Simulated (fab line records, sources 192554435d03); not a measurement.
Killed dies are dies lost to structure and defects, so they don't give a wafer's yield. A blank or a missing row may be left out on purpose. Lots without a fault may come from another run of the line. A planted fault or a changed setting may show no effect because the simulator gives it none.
fab line records | flow n5_finfet
record lots=24 wafers=72 last_day=17
route steps=1938 shown BEOL_M1@815 BEOL_M2@841
lots that met no fault: from a run of the same line without faults
start_h: hours from the record's first day to the start of the lot's first wafer shown | wait_h: hours since the lot's step before | " the same as in the row above | L1.1+2: a row that stands for several wafers | - no value, or no start given | * or withheld: withheld | < > ~ a bound
route shown NAME@n: a module of which the file shows steps, and the number in the route of the first | usual: mean/standard deviation of fault-free wafers | same: alike in all rows | chamber/n: place in a boat | sites: the reading at each site | _std_site: their standard deviation | _edge_site: outer sites' mean less inner sites' | radius_mm: how far each site lies from the wafer's centre | mask NAME#n: copy n | behind: the tool/chamber that last shaped the wafer | hold: why the lot was held/for how many hours/how that ended | device: the transistor (n, p or np) that didn't switch | end of line: the same wafers' tests at the end of the route | a step without rows: its recipe alone | killed: dies lost to structure and defects at the first sort, not the wafer's yield | map: a wafer's dies, x killed, . not, _ none there
set.NAME: the setting as run; set.NAME@STEP: as run at that earlier step | model.NAME: the simulator's own value behind a step, which no gauge read
steps of the route over a sample of lots; a table a step, a row a wafer
services: from which hour (start_h, from the record's first day; less than 0 if before it) a tool's chamber was out of use, for how many hours, and why
## steps
# step N5_BEOL_M1_ANNEAL_49
# recipe temp_c=400 time_s=240 ambient=vacuum
# usual heater_power_w=798/75
# columns lot.wafer tool chamber start_h wait_h heater_power_w
L074.1 pvd_sputter-01 - 130.64 0.0 778
L074.4 " - " " 874
L074.6 " - " " 698
L075.1 pvd_sputter-02 - 134.31 0.0 719
L075.2 " - " " 686
L075.4 " - " " 748
L076.2 pvd_sputter-02 - 136.19 0.0 704
L076.5 " - " " 766
L076.6 " - " " 831
L077.1 pvd_sputter-01 - 149.31 0.0 862
L077.2 " - " " 883
L077.4 " - " " 779
L078.4 pvd_sputter-01 - 152.21 0.0 927
L078.5 " - " " 903
L078.6 " - " " 712
L079.3 pvd_sputter-01 - 158.50 0.0 913
L079.4 " - " " 804
L079.6 " - " " 812
L080.1 pvd_sputter-03 - 168.35 0.0 930
L080.2 " - " " 737
L080.6 " - " " 749
L081.2 pvd_sputter-02 - 178.91 0.0 690
L081.4 " - " " 757
L081.5 " - " " 792
L082.1 pvd_sputter-01 - 179.07 0.0 797
L082.4 " - " " 857
L082.6 " - " " 865
L083.2 pvd_sputter-01 - 181.97 0.0 724
L083.5 " - " " 709
L083.6 " - " " 914
L084.3 pvd_sputter-01 - 189.60 0.0 886
L084.4 " - " " 924
L084.5 " - " " 858
L085.2 pvd_sputter-03 - 190.14 0.0 852
L085.4 " - " " 763
L085.6 " - " " 943
L086.2 pvd_sputter-03 - 205.29 0.0 869
L086.4 " - " " 747
L086.6 " - " " 744
L087.1 pvd_sputter-02 - 206.92 0.0 697
L087.4 " - " " 713
L087.6 " - " " 812
L088.2 pvd_sputter-01 - 214.77 0.0 718
L088.3 " - " " 793
L088.4 " - " " 885
L089.2 pvd_sputter-03 - 216.56 0.0 834
L089.4 " - " " 921
L089.6 " - " " 910
L090.2 pvd_sputter-01 - 233.67 0.0 877
L090.3 " - " " 890
L090.4 " - " " 736
L091.3 pvd_sputter-02 - 241.15 0.0 763
L091.4 " - " " 735
L091.5 " - " " 816
L092.2 pvd_sputter-03 - 241.44 0.0 767
L092.3 " - " " 867
L092.4 " - " " 732
L093.1 pvd_sputter-03 - 248.18 0.0 733
L093.3 " - " " 937
L093.4 " - " " 773
L094.1 pvd_sputter-02 - 250.08 0.0 685
L094.3 " - " " 709
L094.5 " - " " 693
L095.2 pvd_sputter-02 - 251.92 0.0 769
L095.5 " - " " 762
L095.6 " - " " 694
L096.1 pvd_sputter-03 - 262.97 0.0 862
L096.4 " - " " 762
L096.6 " - " " 765
L097.4 pvd_sputter-03 - 265.86 0.0 754
L097.5 " - " " 748
L097.6 " - " " 751
# step N5_BEOL_M1_SPUTTER_94
# recipe material=Cu target_thk_a=45 temp_c=-20 chamber_pressure_pa=0.07 power_w=withheld time_s=8.29
# usual chuck_gas_flow_sccm=1.26/0.05 throttle_valve_pct=29.8/0.96
# columns lot.wafer tool chamber start_h wait_h chuck_gas_flow_sccm throttle_valve_pct
L074.1 pvd_sputter-01 - 132.10 0.1 1.30 31.4
L074.4 " - " " 1.21 30.1
L074.6 " - " " 1.30 30.2
L075.1 pvd_sputter-02 - 135.77 0.1 1.25 30.7
L075.2 " - " " 1.20 28.4
L075.4 " - " " 1.27 30.1
L076.2 pvd_sputter-02 - 137.65 0.1 1.23 30.4
L076.5 " - " " 1.26 30.2
L076.6 " - " " 1.23 28.2
L077.1 pvd_sputter-01 - 150.77 0.1 1.30 29.3
L077.2 " - " " 1.22 30.1
L077.4 " - " " 1.30 31.5
L078.4 pvd_sputter-01 - 153.67 0.1 1.30 30.1
L078.5 " - " " 1.25 30.3
L078.6 " - " " 1.27 30.0
L079.3 pvd_sputter-01 - 159.96 0.1 1.25 30.2
L079.4 " - " " 1.25 31.3
L079.6 " - " " 1.28 31.3
L080.1 pvd_sputter-03 - 169.81 0.1 1.22 28.2
L080.2 " - " " 1.27 30.7
L080.6 " - " " 1.26 30.4
L081.2 pvd_sputter-02 - 180.37 0.1 1.18 28.6
L081.4 " - " " 1.27 30.3
L081.5 " - " " 1.24 28.3
L082.1 pvd_sputter-01 - 180.53 0.1 1.29 31.1
L082.4 " - " " 1.21 29.4
L082.6 " - " " 1.17 29.2
L083.2 pvd_sputter-01 - 183.43 0.1 1.27 30.2
L083.5 " - " " 1.26 30.1
L083.6 " - " " 1.28 30.1
L084.3 pvd_sputter-01 - 191.06 0.1 1.29 29.5
L084.4 " - " " 1.25 30.2
L084.5 " - " " 1.21 29.1
L085.2 pvd_sputter-03 - 191.60 0.1 1.28 29.7
L085.4 " - " " 1.26 30.2
L085.6 " - " " 1.21 28.3
L086.2 pvd_sputter-03 - 206.75 0.1 1.25 29.2
L086.4 " - " " 1.25 30.4
L086.6 " - " " 1.27 30.3
L087.1 pvd_sputter-02 - 208.38 0.1 1.23 28.9
L087.4 " - " " 1.25 30.6
L087.6 " - " " 1.18 28.0
L088.2 pvd_sputter-01 - 216.23 0.1 1.38 29.8
L088.3 " - " " 1.27 31.1
L088.4 " - " " 1.28 29.6
L089.2 pvd_sputter-03 - 218.02 0.1 1.20 29.5
L089.4 " - " " 1.21 28.2
L089.6 " - " " 1.22 28.0
L090.2 pvd_sputter-01 - 235.13 0.1 1.15 29.3
L090.3 " - " " 1.31 30.0
L090.4 " - " " 1.31 29.8
L091.3 pvd_sputter-02 - 242.61 0.1 1.33 30.4
L091.4 " - " " 1.30 30.5
L091.5 " - " " 1.24 28.3
L092.2 pvd_sputter-03 - 242.90 0.1 1.34 30.2
L092.3 " - " " 1.29 29.2
L092.4 " - " " 1.34 30.5
L093.1 pvd_sputter-03 - 249.64 0.1 1.35 30.3
L093.3 " - " " 1.18 27.9
L093.4 " - " " 1.29 30.2
L094.1 pvd_sputter-02 - 251.54 0.1 1.27 28.4
L094.3 " - " " 1.28 30.5
L094.5 " - " " 1.39 28.4
L095.2 pvd_sputter-02 - 253.38 0.1 1.27 30.4
L095.5 " - " " 1.21 30.3
L095.6 " - " " 1.29 28.6
L096.1 pvd_sputter-03 - 264.43 0.1 1.24 29.5
L096.4 " - " " 1.24 30.2
L096.6 " - " " 1.35 30.2
L097.4 pvd_sputter-03 - 267.32 0.1 1.21 30.3
L097.5 " - " " 1.31 30.6
L097.6 " - " " 1.22 30.3
# step N5_BEOL_M1_ANNEAL_95
# recipe temp_c=400 time_s=240 ambient=vacuum
# usual heater_power_w=798/76
# columns lot.wafer tool chamber start_h wait_h heater_power_w
L074.1 pvd_sputter-01 - 132.18 0.0 782
L074.4 " - " " 894
L074.6 " - " " 717
L075.1 pvd_sputter-02 - 135.85 0.0 721
L075.2 " - " " 687
L075.4 " - " " 765
L076.2 pvd_sputter-02 - 137.73 0.0 709
L076.5 " - " " 769
L076.6 " - " " 835
L077.1 pvd_sputter-01 - 150.85 0.0 892
L077.2 " - " " 905
L077.4 " - " " 811
L078.4 pvd_sputter-01 - 153.75 0.0 903
L078.5 " - " " 895
L078.6 " - " " 711
L079.3 pvd_sputter-01 - 160.04 0.0 913
L079.4 " - " " 798
L079.6 " - " " 760
L080.1 pvd_sputter-03 - 169.89 0.0 914
L080.2 " - " " 745
L080.6 " - " " 760
L081.2 pvd_sputter-02 - 180.45 0.0 678
L081.4 " - " " 753
L081.5 " - " " 829
L082.1 pvd_sputter-01 - 180.61 0.0 767
L082.4 " - " " 879
L082.6 " - " " 860
L083.2 pvd_sputter-01 - 183.51 0.0 698
L083.5 " - " " 735
L083.6 " - " " 908
L084.3 pvd_sputter-01 - 191.14 0.0 891
L084.4 " - " " 885
L084.5 " - " " 871
L085.2 pvd_sputter-03 - 191.68 0.0 872
L085.4 " - " " 780
L085.6 " - " " 916
L086.2 pvd_sputter-03 - 206.83 0.0 858
L086.4 " - " " 745
L086.6 " - " " 730
L087.1 pvd_sputter-02 - 208.46 0.0 693
L087.4 " - " " 716
L087.6 " - " " 835
L088.2 pvd_sputter-01 - 216.31 0.0 713
L088.3 " - " " 778
L088.4 " - " " 866
L089.2 pvd_sputter-03 - 218.10 0.0 859
L089.4 " - " " 938
L089.6 " - " " 906
L090.2 pvd_sputter-01 - 235.21 0.0 862
L090.3 " - " " 915
L090.4 " - " " 693
L091.3 pvd_sputter-02 - 242.69 0.0 756
L091.4 " - " " 722
L091.5 " - " " 818
L092.2 pvd_sputter-03 - 242.98 0.0 755
L092.3 " - " " 867
L092.4 " - " " 721
L093.1 pvd_sputter-03 - 249.72 0.0 742
L093.3 " - " " 946
L093.4 " - " " 774
L094.1 pvd_sputter-02 - 251.62 0.0 690
L094.3 " - " " 731
L094.5 " - " " 712
L095.2 pvd_sputter-02 - 253.46 0.0 758
L095.5 " - " " 759
L095.6 " - " " 702
L096.1 pvd_sputter-03 - 264.51 0.0 859
L096.4 " - " " 771
L096.6 " - " " 768
L097.4 pvd_sputter-03 - 267.40 0.0 732
L097.5 " - " " 765
L097.6 " - " " 738
# step N5_BEOL_M1_CMP_52
# recipe stop_on=SiOC t_overpolish_s=6.8 down_force_psi=1 platen_rpm=50 clearing_platen_down_force_psi=1.5 clearing_platen_rpm=50 post_cmp_clean=cu_alkaline target_thk_nm=40 clearing_platen_pad_velocity_m_s=0.99484 pad_velocity_m_s=0.99484
# usual barrier_field_endpoint_s=24.5/0.66 motor_current_A=5.9/0.6 overpolish_run_s=6.800/0.009 retaining_ring_pressure_frac=1.000/0.005 time_to_endpoint_s=62/3.6
# columns lot.wafer tool chamber start_h wait_h barrier_field_endpoint_s motor_current_A overpolish_run_s retaining_ring_pressure_frac time_to_endpoint_s
L074.4 cmp-03 1 132.89 0.2 24.3 6.3 6.776 1.010 57
L074.1 " 2 " " 24.5 5.1 6.790 1.000 65
L074.6 " 3 " " 26.0 6.8 6.782 0.997 65
L075.4 cmp-04 1 136.48 0.1 24.4 5.7 6.807 1.002 64
L075.1 " 2 " " 23.5 5.9 6.797 0.998 62
L075.2 " 0 " " 23.8 5.0 6.806 1.003 61
L076.2 cmp-03 0 138.47 0.3 24.7 5.3 6.796 1.005 59
L076.5 " 1 " " 24.6 6.3 6.799 0.998 59
L076.6 " 2 " " 24.6 5.6 6.808 1.006 63
L077.1 cmp-02 3 152.15 0.3 24.3 5.5 6.790 0.999 62
L077.2 " 0 " " 23.3 6.2 6.791 0.984 61
L077.4 " 1 " " 24.7 5.4 6.808 0.996 66
L078.4 cmp-03 3 154.38 0.1 25.7 7.0 6.824 1.000 67
L078.5 " 3 " " 24.8 6.7 6.800 0.997 65
L078.6 " 0 " " 24.9 5.1 6.807 1.008 62
L079.4 cmp-02 0 160.98 0.2 23.9 6.1 6.794 1.005 59
L079.3 " 1 " " 25.1 5.2 6.804 0.998 68
L079.6 " 2 " " 24.6 6.4 6.800 1.004 66
L080.1 cmp-03 3 170.52 0.3 24.4 6.9 6.784 1.000 65
L080.2 " 1 " " 24.2 5.9 6.787 0.996 59
L080.6 " 0 " " 24.2 5.1 6.789 1.005 59
L081.2 cmp-03 0 181.12 0.2 24.1 4.9 6.806 1.009 60
L081.4 " 2 " " 25.1 5.3 6.800 0.994 65
L081.5 " 0 " " 24.5 5.2 6.797 1.003 61
L082.4 cmp-04 2 181.29 0.2 24.8 5.8 6.806 1.002 59
L082.1 " 0 " " 24.2 5.2 6.794 1.007 65
L082.6 " 2 " " 24.6 6.0 6.796 1.006 61
L083.2 cmp-04 2 184.27 0.3 24.4 6.5 6.789 0.995 58
L083.5 " 3 " " 24.0 6.7 6.815 1.005 56
L083.6 " 0 " " 25.1 5.1 6.787 1.003 63
L084.4 cmp-04 3 191.77 0.1 23.2 6.8 6.795 0.993 54
L084.3 " 2 " " 23.3 5.8 6.804 0.997 58
L084.5 " 3 " " 23.6 6.7 6.782 1.002 55
L085.4 cmp-04 3 194.00 1.8 24.0 6.6 6.810 1.005 58
L085.2 " 0 " " 24.9 5.0 6.798 1.005 64
L085.6 " 2 " " 24.4 6.1 6.796 0.999 59
L086.2 cmp-02 1 207.50 0.2 24.6 5.5 6.788 1.000 66
L086.4 " 3 " " 23.2 5.7 6.809 1.001 58
L086.6 " 1 " " 24.8 5.5 6.801 0.999 64
L087.1 cmp-03 2 209.13 0.3 24.5 4.9 6.795 1.002 62
L087.4 " 0 " " 24.3 5.3 6.797 1.004 58
L087.6 " 2 " " 24.4 5.3 6.793 1.003 62
L088.3 cmp-02 1 217.40 0.2 25.9 5.2 6.805 1.007 70
L088.4 " 2 " " 25.6 6.5 6.798 1.003 68
L088.2 " 0 " " 24.7 6.2 6.801 1.007 60
L089.2 cmp-04 3 218.77 0.2 24.1 6.6 6.816 1.005 56
L089.4 " 0 " " 25.3 4.9 6.801 1.001 65
L089.6 " 2 " " 25.0 6.1 6.790 1.002 60
L090.3 cmp-04 0 235.98 0.2 23.9 5.2 6.802 1.002 66
L090.4 " 1 " " 24.4 5.9 6.791 0.998 65
L090.2 " 2 " " 23.0 5.6 6.801 1.002 62
L091.3 cmp-02 0 243.32 0.2 24.4 6.1 6.805 0.986 61
L091.4 " 2 " " 26.0 6.5 6.792 0.990 69
L091.5 " 1 " " 24.4 5.7 6.816 0.998 68
L092.2 cmp-03 0 243.77 0.2 23.8 5.1 6.814 1.001 60
L092.4 " 2 " " 24.4 5.4 6.797 0.999 62
L092.3 " 3 " " 24.0 7.0 6.793 1.009 62
L093.3 cmp-04 1 250.37 0.2 25.1 6.1 6.802 1.002 68
L093.1 " 2 " " 24.6 5.8 6.799 1.003 62
L093.4 " 0 " " 25.4 4.9 6.804 0.992 68
L094.1 cmp-04 2 252.33 0.3 23.9 5.6 6.801 0.999 59
L094.3 " 3 " " 24.5 6.6 6.800 1.011 58
L094.5 " 1 " " 24.9 5.9 6.818 1.009 65
L095.2 cmp-02 3 254.19 0.3 23.4 5.6 6.808 1.004 60
L095.5 " 2 " " 25.3 6.2 6.797 0.996 68
L095.6 " 3 " " 23.8 5.5 6.803 1.002 61
L096.4 cmp-02 3 265.14 0.1 24.8 5.6 6.803 1.000 62
L096.1 " 2 " " 25.1 6.5 6.805 0.995 70
L096.6 " 3 " " 24.8 5.7 6.791 0.996 61
L097.4 cmp-04 0 268.04 0.1 25.2 5.1 6.798 0.989 62
L097.5 " 0 " " 25.9 4.9 6.785 0.995 63
L097.6 " 1 " " 25.3 5.8 6.812 0.999 63
# step N5_BEOL_M2_ILD_DEP_00
# recipe material=SiOC target_thk_a=790 temp_c=350 precursor=DEMS/O2 pressure_torr=5 rf_w=500 time_s=15.3
# usual heater_power_w=481/47 showerhead_plenum_p_Torr=5.688/0.021 throttle_valve_pct=11.8/0.4
# columns lot.wafer tool chamber start_h wait_h heater_power_w showerhead_plenum_p_Torr throttle_valve_pct
L074.1 pecvd-01 1 133.49 0.0 520 5.697 11.9
L074.4 " 1 " " 518 5.680 11.8
L074.6 " 2 " " 553 5.691 12.5
L075.1 pecvd-04 0 137.10 0.0 451 5.692 12.4
L075.2 " 2 " " 442 5.707 11.3
L075.4 " 0 " " 445 5.687 12.4
L076.2 pecvd-02 0 138.99 0.0 455 5.700 11.5
L076.5 " 0 " " 456 5.715 11.8
L076.6 " 1 " " 472 5.637 11.8
L077.1 pecvd-04 1 152.76 0.0 529 5.688 11.4
L077.2 " 2 " " 511 5.701 11.2
L077.4 " 0 " " 388 5.682 12.4
L078.4 pecvd-01 0 155.03 0.1 391 5.690 11.9
L078.5 " 1 " " 497 5.694 11.7
L078.6 " 2 " " 526 5.686 12.4
L079.3 pecvd-02 0 161.54 0.1 420 5.727 11.7
L079.4 " 1 " " 443 5.648 11.8
L079.6 " 0 " " 425 5.710 11.7
L080.1 pecvd-01 2 171.17 0.0 557 5.670 12.8
L080.2 " 1 " " 532 5.682 11.8
L080.6 " 1 " " 541 5.684 11.9
L081.2 pecvd-01 2 181.70 0.0 507 5.676 12.3
L081.4 " 2 " " 508 5.674 12.8
L081.5 " 1 " " 533 5.687 12.3
L082.1 pecvd-02 1 181.86 0.0 541 5.667 12.0
L082.4 " 0 " " 461 5.701 11.5
L082.6 " 2 " " 521 5.673 11.8
L083.2 pecvd-04 1 184.78 0.0 531 5.705 11.5
L083.5 " 0 " " 461 5.709 12.1
L083.6 " 1 " " 528 5.702 11.7
L084.3 pecvd-04 2 192.49 0.1 475 5.710 11.0
L084.4 " 0 " " 459 5.684 12.3
L084.5 " 0 " " 453 5.691 12.4
L085.2 pecvd-02 1 195.13 0.0 517 5.664 11.7
L085.4 " 1 " " 535 5.667 12.0
L085.6 " 2 " " 521 5.673 12.2
L086.2 pecvd-02 0 208.11 0.0 438 5.719 11.8
L086.4 " 2 " " 483 5.667 12.0
L086.6 " 1 " " 470 5.666 11.7
L087.1 pecvd-02 0 209.71 0.0 459 5.717 11.6
L087.4 " 2 " " 520 5.650 12.1
L087.6 " 0 " " 465 5.706 11.8
L088.2 pecvd-02 1 218.02 0.0 474 5.651 11.6
L088.3 " 0 " " 437 5.709 11.8
L088.4 " 0 " " 438 5.696 11.5
L089.2 pecvd-04 1 219.35 0.0 465 5.712 11.5
L089.4 " 2 " " 518 5.698 11.4
L089.6 " 0 " " 476 5.679 12.3
L090.2 pecvd-04 0 236.60 0.0 464 5.677 12.3
L090.3 " 1 " " 459 5.708 11.7
L090.4 " 1 " " 464 5.701 11.5
L091.3 pecvd-01 1 243.94 0.0 543 5.679 12.0
L091.4 " 0 " " 396 5.677 12.1
L091.5 " 2 " " 523 5.685 11.5
L092.2 pecvd-04 1 244.40 0.0 510 5.711 11.8
L092.3 " 0 " " 474 5.701 12.4
L092.4 " 0 " " 474 5.686 12.4
L093.1 pecvd-04 1 250.99 0.0 445 5.710 11.6
L093.3 " 2 " " 506 5.715 11.1
L093.4 " 2 " " 513 5.704 11.4
L094.1 pecvd-02 0 252.87 0.0 495 5.705 11.8
L094.3 " 2 " " 517 5.666 11.9
L094.5 " 0 " " 492 5.730 11.7
L095.2 pecvd-01 1 254.80 0.0 530 5.706 11.7
L095.5 " 1 " " 547 5.700 12.0
L095.6 " 0 " " 393 5.691 12.2
L096.1 pecvd-02 0 265.76 0.0 479 5.726 11.8
L096.4 " 2 " " 504 5.659 12.3
L096.6 " 0 " " 491 5.711 11.8
L097.4 pecvd-04 0 268.67 0.1 422 5.686 12.3
L097.5 " 2 " " 501 5.697 11.5
L097.6 " 1 " " 504 5.719 11.7
# step N5_BEOL_M2_HM_DEP_02
# recipe material=TiN target_thk_a=200 temp_c=25 chamber_pressure_pa=0.49996
# usual throttle_valve_pct=29.6/0.98
# columns lot.wafer tool chamber start_h wait_h throttle_valve_pct
L074.1 pvd_sputter-03 - 136.31 2.7 28.3
L074.4 " - " " 30.2
L074.6 " - " " 30.5
L075.1 pvd_sputter-01 - 138.19 1.0 30.3
L075.2 " - " " 29.3
L075.4 " - " " 30.1
L076.2 pvd_sputter-03 - 140.49 1.4 30.4
L076.5 " - " " 30.4
L076.6 " - " " 28.0
L077.1 pvd_sputter-01 - 154.31 1.4 29.4
L077.2 " - " " 31.2
L077.4 " - " " 29.9
L078.4 pvd_sputter-02 - 157.22 2.1 30.7
L078.5 " - " " 28.1
L078.6 " - " " 28.5
L079.3 pvd_sputter-02 - 162.53 0.9 30.0
L079.4 " - " " 28.1
L079.6 " - " " 28.4
L080.1 pvd_sputter-01 - 172.42 1.1 31.3
L080.2 " - " " 30.1
L080.6 " - " " 30.2
L081.2 pvd_sputter-02 - 183.17 1.3 28.0
L081.4 " - " " 28.6
L081.5 " - " " 28.5
L082.1 pvd_sputter-03 - 183.20 1.2 30.1
L082.4 " - " " 28.6
L082.6 " - " " 30.4
L083.2 pvd_sputter-02 - 186.17 1.3 28.0
L083.5 " - " " 30.3
L083.6 " - " " 28.3
L084.3 pvd_sputter-03 - 193.22 0.6 30.3
L084.4 " - " " 28.3
L084.5 " - " " 28.4
L085.2 pvd_sputter-01 - 196.94 1.7 31.2
L085.4 " - " " 30.1
L085.6 " - " " 30.0
L086.2 pvd_sputter-02 - 209.26 1.0 30.4
L086.4 " - " " 30.2
L086.6 " - " " 30.3
L087.1 pvd_sputter-01 - 210.69 0.9 29.5
L087.4 " - " " 30.1
L087.6 " - " " 30.4
L088.2 pvd_sputter-02 - 219.39 1.3 30.3
L088.3 " - " " 28.0
L088.4 " - " " 30.4
L089.2 pvd_sputter-02 - 220.31 0.8 28.3
L089.4 " - " " 28.5
L089.6 " - " " 30.1
L090.2 pvd_sputter-03 - 237.54 0.8 30.3
L090.3 " - " " 29.5
L090.4 " - " " 28.1
L091.3 pvd_sputter-02 - 244.13 0.1 28.2
L091.4 " - " " 30.4
L091.5 " - " " 30.5
L092.2 pvd_sputter-02 - 246.44 1.9 28.5
L092.3 " - " " 30.4
L092.4 " - " " 30.4
L093.1 pvd_sputter-01 - 251.78 0.7 31.3
L093.3 " - " " 29.9
L093.4 " - " " 30.3
L094.1 pvd_sputter-02 - 253.72 0.7 28.2
L094.3 " - " " 30.6
L094.5 " - " " 28.5
L095.2 pvd_sputter-01 - 257.25 2.3 30.1
L095.5 " - " " 31.3
L095.6 " - " " 29.4
L096.1 pvd_sputter-02 - 265.92 0.0 30.6
L096.4 " - " " 30.1
L096.6 " - " " 28.0
L097.4 pvd_sputter-03 - 269.46 0.7 29.4
L097.5 " - " " 30.5
L097.6 " - " " 30.4
## services
# columns tool chamber start_h hours kind
pvd_sputter-02 - 107.50 6.2 repair
cmp-04 - 112.23 4.0 pm
pvd_sputter-03 - 113.78 3.1 repair
cmp-03 - 116.23 5.0 pm
cmp-04 - 116.23 - consumable_replace:conditioner
cmp-04 - 116.23 - consumable_replace:pad
pecvd-04 0 118.68 2.1 scheduled_down
pecvd-02 - 144.81 4.3 pm
pecvd-02 - 151.90 3.1 repair
pecvd-02 1 155.82 4.2 repair
pecvd-02 2 159.37 19.2 repair
pecvd-01 0 166.16 5.5 scheduled_down
cmp-04 - 167.48 1.2 repair
cmp-03 - 173.99 0.4 repair
pecvd-01 0 185.12 16.5 scheduled_down
pecvd-04 1 188.30 16.5 scheduled_down
cmp-03 - 191.08 4.0 repair
pecvd-04 - 198.97 5.5 pm
pvd_sputter-03 - 233.49 3.4 repair
cmp-02 - 250.15 4.0 pm
cmp-03 - 253.60 5.8 pm
cmp-02 - 254.15 - consumable_replace:conditioner
cmp-02 - 254.15 - consumable_replace:pad
cmp-02 - 257.09 1.6 repair
## key
fault none
